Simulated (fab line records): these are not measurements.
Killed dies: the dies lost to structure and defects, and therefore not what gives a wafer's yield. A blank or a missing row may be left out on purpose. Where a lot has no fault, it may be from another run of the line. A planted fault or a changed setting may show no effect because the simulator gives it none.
fab line records    flow n5Finfet
record lots=7  wafers=39
route steps=1938 shown BEOL_M8@1377 BEOL_M11@1552
startH: hours from the record's opening day to when the first of the lot's shown wafers began    waitH: hours since the lot's step before    " same as the row above    L1.1+2: several wafers, shown together as one row    - no value, or no start given    * or withheld: withheld    < > ~ a bound
route shown NAME@n: NAME is a module with steps in the file, n the number in the route of the first one    usual: average and standard deviation across the fault-free wafers    same: alike in all rows    chamber/n: place in a boat    sites: readings site by site    _std_site: their standard deviation    _edge_site: the outer-site mean with the inner-site mean subtracted    radiusMm: for every site, how far away it sits from the centre of the wafer    mask NAME#n: copy n    behind: the tool/chamber that last shaped the wafer    hold: why the lot was held/for how many hours/how that ended    device: the transistor (n, p or np) that didn't switch    end of line: tests of these same wafers at the route's end    a step with no rows: only its recipe    killed: dies that structure and defects cost at the first sort, which is not the same as the wafer's yield    map: a wafer's dies, marking killed ones x, the rest . and places with no die _
set.NAME: the setting as run; set.NAME@STEP: as run at that earlier step    model.NAME: the simulator's own value behind a step, which no gauge read
one table per step and one row per wafer, for lots whose settings were changed on purpose
## steps
# step N5_BEOL_M8_TRENCH_ETCH_37
# recipe chemistry=C4F6/O2  targetDepthA=934.78  target=SiCOH_lowk  timeS=31.2  ionEnergyEv=250  pressureMtorr=30  sourceW=345  biasW=185  Ar_flow_sccm=300  C4F6_flow_sccm=10  O2_flow_sccm=10
lot.wafer  tool        chamber  startH  waitH  set.timeS  model.BEOL_M8.featureDepthNm  model.etch.depthNm  model.TiN_of_BEOL_M8_HM_DEP_02.thkNm
L074.1     rieDiel-02  3        -       -      22.12      66                            65.97               17.6
L074.2     "           0        "       "      31.2       92.8                          92.87               17.2
L074.3     "           2        "       "      31.2       93.6                          93.54               17
L074.4     "           1        "       "      31.2       91.6                          91.55               17.2
L074.5     "           2        "       "      22.12      66.6                          66.56               18
L074.6     "           3        "       "      22.12      67                            67.05               17.6
L075.1     rieDiel-01  3        -       -      20.27      59.4                          59.47               18.2
L075.2     "           1        "       "      31.2       94.6                          94.58               17.4
L075.3     "           0        "       "      20.27      59                            59.08               18.2
L075.4     "           2        "       "      31.2       92.8                          92.75               17.8
L075.5     "           3        "       "      20.27      58.6                          58.61               18.2
L075.6     "           2        "       "      31.2       93                            93.01               17.2
L085.1     rieDiel-01  0        -       -      31.2       94.6                          94.58               17
L085.2     "           1        "       "      31.2       94                            94.09               17
L085.3     "           2        "       "      31.2       94                            94.04               17.6
L085.4     "           0        "       "      31.2       94.8                          94.71               17
L085.5     "           1        "       "      31.2       94.6                          94.67               17.6
L085.6     "           2        "       "      31.2       93.8                          93.75               16.8
L082.1     rieDiel-01  0        -       -      31.2       93.4                          93.42               17.4
L082.4     "           0        "       "      31.2       94                            94.06               17.4
L082.5     "           1        "       "      31.2       93.8                          93.88               17.8
L088.1     rieDiel-01  3        -       -      44.02      131.6                         131.7               16
L088.2     "           2        "       "      31.2       93.6                          93.57               17.2
L088.3     "           0        "       "      44.02      133                           133.1               16
L088.4     "           1        "       "      44.02      132.6                         132.6               16.4
L088.5     "           3        "       "      31.2       92.2                          92.15               17.2
L088.6     "           2        "       "      31.2       93.4                          93.39               17.6
L091.1     rieDiel-06  2        -       -      31.2       93.8                          93.73               17
L091.2     "           3        "       "      46.01      141                           141                 16.4
L091.3     "           0        "       "      46.01      137.6                         137.6               15.6
L091.4     "           3        "       "      46.01      141.6                         141.5               15.8
L091.5     "           2        "       "      31.2       94                            94.08               17
L091.6     "           0        "       "      31.2       94.4                          94.37               17.6
L095.1     rieDiel-06  3        -       -      16.75      51.4                          51.45               18
L095.2     "           2        "       "      31.2       93                            93.02               17
L095.3     "           0        "       "      31.2       94.4                          94.38               17.4
L095.4     "           1        "       "      16.75      52.2                          52.22               18.2
L095.5     "           2        "       "      31.2       92.6                          92.58               17
L095.6     "           3        "       "      16.75      51.2                          51.29               18.2
# step N5_BEOL_M8_ETCH_41
# recipe chemistry=CH3F/O2  target=SiCN  targetDepthA=319  taperDeg=2  timeS=57.8  ionEnergyEv=120  maskMaterial=TiN  pressureMtorr=30  sourceW=395  biasW=75  Ar_flow_sccm=150  CH3F_flow_sccm=30  O2_flow_sccm=20
# step N5_BEOL_M8_STRIP_80
# recipe chemistry=N2/H2  timeS=10  powerW=450  tempC=40  pressureMtorr=20  rfFrequencyHz=6e+07  biasPowerW=7  n2FlowSccm=200  h2FlowSccm=200
# step N5_BEOL_M8_OCD_MEAS_38
# usual trenchDepthNm=93.7/1.5
lot.wafer  tool    chamber  startH  waitH  set.timeS@BEOL_M8_TRENCH_ETCH_37  trenchDepthNm
L074.1     ocd-01  -        196.58  -      22.12                             66.4
L074.2     "       -        "       "      31.2                              92.8
L074.3     "       -        "       "      31.2                              93.4
L074.4     "       -        "       "      31.2                              91.4
L074.5     "       -        "       "      22.12                             66.8
L074.6     "       -        "       "      22.12                             66.9
L075.1     ocd-02  -        218.64  -      20.27                             -
L075.2     "       -        "       "      31.2                              94.9
L075.3     "       -        "       "      20.27                             59.3
L075.4     "       -        "       "      31.2                              -
L075.5     "       -        "       "      20.27                             -
L075.6     "       -        "       "      31.2                              93.1
L085.1     ocd-01  -        282.30  -      31.2                              94.8
L085.2     "       -        "       "      31.2                              94.0
L085.3     "       -        "       "      31.2                              93.9
L085.4     "       -        "       "      31.2                              95.2
L085.5     "       -        "       "      31.2                              95.1
L085.6     "       -        "       "      31.2                              94.0
L082.1     ocd-02  -        282.70  -      31.2                              93.5
L082.4     "       -        "       "      31.2                              94.0
L082.5     "       -        "       "      31.2                              93.7
L088.1     ocd-01  -        310.71  -      44.02                             132.3
L088.2     "       -        "       "      31.2                              93.3
L088.3     "       -        "       "      44.02                             132.9
L088.4     "       -        "       "      44.02                             132.5
L088.5     "       -        "       "      31.2                              92.2
L088.6     "       -        "       "      31.2                              93.6
L091.1     ocd-01  -        321.30  -      31.2                              94.0
L091.2     "       -        "       "      46.01                             141.0
L091.3     "       -        "       "      46.01                             137.2
L091.4     "       -        "       "      46.01                             141.6
L091.5     "       -        "       "      31.2                              94.4
L091.6     "       -        "       "      31.2                              94.2
L095.1     ocd-01  -        346.32  -      16.75                             51.7
L095.2     "       -        "       "      31.2                              93.1
L095.3     "       -        "       "      31.2                              94.4
L095.4     "       -        "       "      16.75                             52.2
L095.5     "       -        "       "      31.2                              92.8
L095.6     "       -        "       "      16.75                             51.3
# step N5_BEOL_M8_HM_STRIP_39
# recipe chemistry=peroxideTinStrip  material=TiN  targetDepthA=250  tempC=50  timeS=158
# step N5_BEOL_M8_SRD_40
# recipe timeS=30  tempC=23  rinseLiquid=diw  dry=ipaMarangoni
# step N5_BEOL_M8_ECD_50
# recipe material=Cu  targetThkA=3000
# step N5_BEOL_M8_ANNEAL_51
# recipe tempC=225  timeS=90  ambient=N2
# step N5_BEOL_M8_CMP_52
# recipe stopOn=SiCOH_lowk  tOverpolishS=6.9  downForcePsi=1  platenRpm=50  clearingPlatenDownForcePsi=1.5  clearingPlatenRpm=50  postCmpClean=cuAlkaline  targetThkNm=80  clearingPlatenPadVelocityMS=0.99484  padVelocityMS=0.99484
lot.wafer  tool    chamber  startH  waitH  set.timeS@BEOL_M8_TRENCH_ETCH_37  model.Cu_of_BEOL_M8_ECD_50.thkNm
L074.2     cmp-03  2        198.76  0.2    31.2                              78
L074.1     "       3        "       "      22.12                             51.6
L074.4     "       0        "       "      31.2                              78.2
L074.3     "       1        "       "      31.2                              79.6
L074.6     "       2        "       "      22.12                             53.2
L074.5     "       3        "       "      22.12                             53.6
L075.4     cmp-02  3        220.59  0.1    31.2                              77.6
L075.2     "       0        "       "      31.2                              81.8
L075.3     "       1        "       "      20.27                             46
L075.1     "       2        "       "      20.27                             46.2
L075.5     "       3        "       "      20.27                             44.4
L075.6     "       0        "       "      31.2                              79.4
L085.3     cmp-02  3        284.57  0.3    31.2                              80.2
L085.2     "       0        "       "      31.2                              81.4
L085.1     "       1        "       "      31.2                              83.2
L085.4+5   "       2,0      "       "      31.2                              83
L085.6     "       3        "       "      31.2                              79.8
L082.4     cmp-03  2        285.16  0.2    31.2                              78.6
L082.1     "       3        "       "      31.2                              79.6
L082.5     "       1        "       "      31.2                              80.6
L088.3     cmp-01  1        312.74  0.2    44.02                             118.2
L088.4     "       2        "       "      44.02                             118.8
L088.2     "       3        "       "      31.2                              76.4
L088.1     "       0        "       "      44.02                             118
L088.5     "       1        "       "      31.2                              77.8
L088.6     "       2        "       "      31.2                              78
L091.4     cmp-01  3        323.81  0.1    46.01                             126.4
L091.2     "       0        "       "      46.01                             125.2
L091.1     "       1        "       "      31.2                              78.6
L091.3     "       2        "       "      46.01                             123.6
L091.6     "       3        "       "      31.2                              80
L091.5     "       0        "       "      31.2                              78.8
L095.2     cmp-03  2        348.30  0.2    31.2                              79
L095.1     "       3        "       "      16.75                             38.4
L095.3     "       0        "       "      31.2                              81.6
L095.4     "       1        "       "      16.75                             39.8
L095.6     "       2        "       "      16.75                             38.6
L095.5     "       3        "       "      31.2                              79.4
# step N5_BEOL_M8_THK_MEAS_53
# recipe thkMeasGauge=xrf  reads=Cu_of_BEOL_M8_ECD_50
# usual M8_THK=80.0/2
lot.wafer  tool          chamber  startH  waitH  set.timeS@BEOL_M8_TRENCH_ETCH_37  M8_THK[nm]
L074.1     filmMetro-02  -        199.05  -      22.12                             51.9
L074.2     "             -        "       "      31.2                              77.9
L074.3     "             -        "       "      31.2                              80.1
L074.4     "             -        "       "      31.2                              78.6
L074.5     "             -        "       "      22.12                             53.4
L074.6     "             -        "       "      22.12                             53.0
L075.1     filmMetro-02  -        220.89  -      20.27                             -
L075.2     "             -        "       "      31.2                              81.5
L075.3     "             -        "       "      20.27                             45.7
L075.4     "             -        "       "      31.2                              -
L075.5     "             -        "       "      20.27                             -
L075.6     "             -        "       "      31.2                              79.1
L085.1     filmMetro-02  -        284.86  -      31.2                              83.3
L085.2     "             -        "       "      31.2                              81.6
L085.3     "             -        "       "      31.2                              80.3
L085.4     "             -        "       "      31.2                              83.2
L085.5     "             -        "       "      31.2                              82.8
L085.6     "             -        "       "      31.2                              80.1
L082.1     filmMetro-01  -        285.38  -      31.2                              79.3
L082.4     "             -        "       "      31.2                              78.8
L082.5     "             -        "       "      31.2                              80.6
L088.1     filmMetro-02  -        313.04  -      44.02                             117.2
L088.2     "             -        "       "      31.2                              75.8
L088.3     "             -        "       "      44.02                             117.2
L088.4     "             -        "       "      44.02                             118.1
L088.5     "             -        "       "      31.2                              77.1
L088.6     "             -        "       "      31.2                              77.7
L091.1     filmMetro-01  -        324.11  -      31.2                              79.2
L091.2     "             -        "       "      46.01                             125.6
L091.3     "             -        "       "      46.01                             124.1
L091.4     "             -        "       "      46.01                             126.7
L091.5     "             -        "       "      31.2                              79.2
L091.6     "             -        "       "      31.2                              80.2
L095.1     filmMetro-02  -        348.60  -      16.75                             38.3
L095.2     "             -        "       "      31.2                              79.1
L095.3     "             -        "       "      31.2                              81.8
L095.4     "             -        "       "      16.75                             39.6
L095.5     "             -        "       "      31.2                              79.3
L095.6     "             -        "       "      16.75                             38.5
# step N5_BEOL_M8_PRE_CLEAN_55
# recipe gas=NH3  timeS=15  tempC=withheld  rfPowerW=300
# step N5_BEOL_M8_DEP_56
# recipe material=SiCN  targetThkA=100  tempC=withheld  precursor=3MS/NH3  pressureTorr=3  rfW=202  timeS=17.5
# step N5_BEOL_M8_RS_MEAS_57
# recipe thkMeasGauge=four-point-probe  reads=Cu_of_BEOL_M8_ECD_50+Co_of_BEOL_M8_CVD_78+TaN_of_BEOL_M8_ALD_77
# usual M8_RS=0.286/0.0079
lot.wafer  tool          chamber  startH  waitH  set.timeS@BEOL_M8_TRENCH_ETCH_37  M8_RS[ohm/sq]
L074.1     filmMetro-02  -        199.19  0.1    22.12                             0.487
L074.2     "             -        "       "      31.2                              0.295
L074.3     "             -        "       "      31.2                              0.288
L074.4     "             -        "       "      31.2                              0.294
L074.5     "             -        "       "      22.12                             0.464
L074.6     "             -        "       "      22.12                             0.469
L075.1     filmMetro-02  -        221.02  0.1    20.27                             -
L075.2     "             -        "       "      31.2                              0.279
L075.3     "             -        "       "      20.27                             0.563
L075.4     "             -        "       "      31.2                              -
L075.5     "             -        "       "      20.27                             -
L075.6     "             -        "       "      31.2                              0.289
L085.1     filmMetro-02  -        285.02  0.1    31.2                              0.274
L085.2     "             -        "       "      31.2                              0.280
L085.3     "             -        "       "      31.2                              0.286
L085.4     "             -        "       "      31.2                              0.274
L085.5     "             -        "       "      31.2                              0.273
L085.6     "             -        "       "      31.2                              0.288
L082.1     filmMetro-02  -        285.51  0.1    31.2                              0.288
L082.4     "             -        "       "      31.2                              0.292
L082.5     "             -        "       "      31.2                              0.283
L088.1     filmMetro-02  -        313.17  0.1    44.02                             0.184
L088.2     "             -        "       "      31.2                              0.302
L088.3     "             -        "       "      44.02                             0.183
L088.4     "             -        "       "      44.02                             0.182
L088.5     "             -        "       "      31.2                              0.296
L088.6     "             -        "       "      31.2                              0.295
L091.1     filmMetro-01  -        324.24  0.1    31.2                              0.292
L091.2     "             -        "       "      46.01                             0.172
L091.3     "             -        "       "      46.01                             0.174
L091.4     "             -        "       "      46.01                             0.170
L091.5     "             -        "       "      31.2                              0.291
L091.6     "             -        "       "      31.2                              0.287
L095.1     filmMetro-01  -        348.73  0.1    16.75                             0.712
L095.2     "             -        "       "      31.2                              0.290
L095.3     "             -        "       "      31.2                              0.280
L095.4     "             -        "       "      16.75                             0.677
L095.5     "             -        "       "      31.2                              0.289
L095.6     "             -        "       "      16.75                             0.707
# step N5_BEOL_M11_DESCUM_16
# recipe chemistry=O2  timeS=7.9  sourcePowerW=50  biasPowerW=20  pressureMtorr=20  rfFrequencyHz=2.712e+07  tempC=40  resist=CAR-ArF  o2FlowSccm=225
lot.wafer     tool        chamber  startH  waitH  set.timeS  model.CAR-ArF_of_BEOL_M11_COAT_05.thkNm
L074.1        rieDiel-05  1        219.40  0.0    7.9        83.6
L074.2+4      "           0,3      "       "      3.34       86.2
L074.3+6      "           2,1      "       "      7.9        83.2
L074.5        "           2        "       "      3.34       85.8
L075.1        rieDiel-05  2        238.20  0.1    7.9        83.2
L075.2+3+4+5  "           0,3,1,0  "       "      7.9        83.6
L075.6        "           1        "       "      7.9        83.4
L082.1+4+5    rieDiel-05  1,3,1    307.28  0.2    7.9        83.6
L085.1        rieDiel-05  0        307.53  0.2    7.9        84
L085.2        "           2        "       "      7.9        83.8
L085.3        "           1        "       "      10.65      81.8
L085.4+6      "           3,1      "       "      10.65      82
L085.5        "           0        "       "      7.9        83.6
L088.1        rieDiel-04  0        331.75  0.0    7.9        83.4
L088.2+5      "           2,1      "       "      7.9        83.2
L088.3+4+6    "           1,3,2    "       "      7.9        83.6
L091.1+3      rieDiel-04  1,2      339.82  0.0    7.9        83.2
L091.2        "           0        "       "      11.27      80.6
L091.4        "           3        "       "      11.27      81
L091.5        "           2        "       "      7.9        83
L091.6        "           1        "       "      11.27      80.8
L095.1        rieDiel-03  1        371.92  0.4    9.23       83
L095.2+5      "           0,2      "       "      9.23       82.8
L095.3+4+6    "           2,3,3    "       "      7.9        83.8
## key
split step=N5_BEOL_M8_TRENCH_ETCH_37  setting=timeS  stated=31.2  by=wafer
response step=N5_BEOL_M8_TRENCH_ETCH_37  reading=model.BEOL_M8.featureDepthNm  change=+0.944  per=1%  r=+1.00
response step=N5_BEOL_M8_TRENCH_ETCH_37  reading=model.etch.depthNm  change=+0.943  per=1%  r=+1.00
response step=N5_BEOL_M8_TRENCH_ETCH_37  reading=model.TiN_of_BEOL_M8_HM_DEP_02.thkNm  change=-0.0244  per=1%  r=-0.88
response step=N5_BEOL_M8_OCD_MEAS_38  reading=trenchDepthNm  change=+0.938  per=1%  r=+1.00
response step=N5_BEOL_M8_CMP_52  reading=model.Cu_of_BEOL_M8_ECD_50.thkNm  change=+0.945  per=1%  r=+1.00
response step=N5_BEOL_M8_THK_MEAS_53  reading=M8_THK  change=+0.944  per=1%  r=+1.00
response step=N5_BEOL_M8_RS_MEAS_57  reading=M8_RS  change=-0.00522  per=1%  r=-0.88
split step=N5_BEOL_M11_DESCUM_16  setting=timeS  stated=7.9  by=wafer
response step=N5_BEOL_M11_DESCUM_16  reading=model.CAR-ArF_of_BEOL_M11_COAT_05.thkNm  change=-0.0509  per=1%  r=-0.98
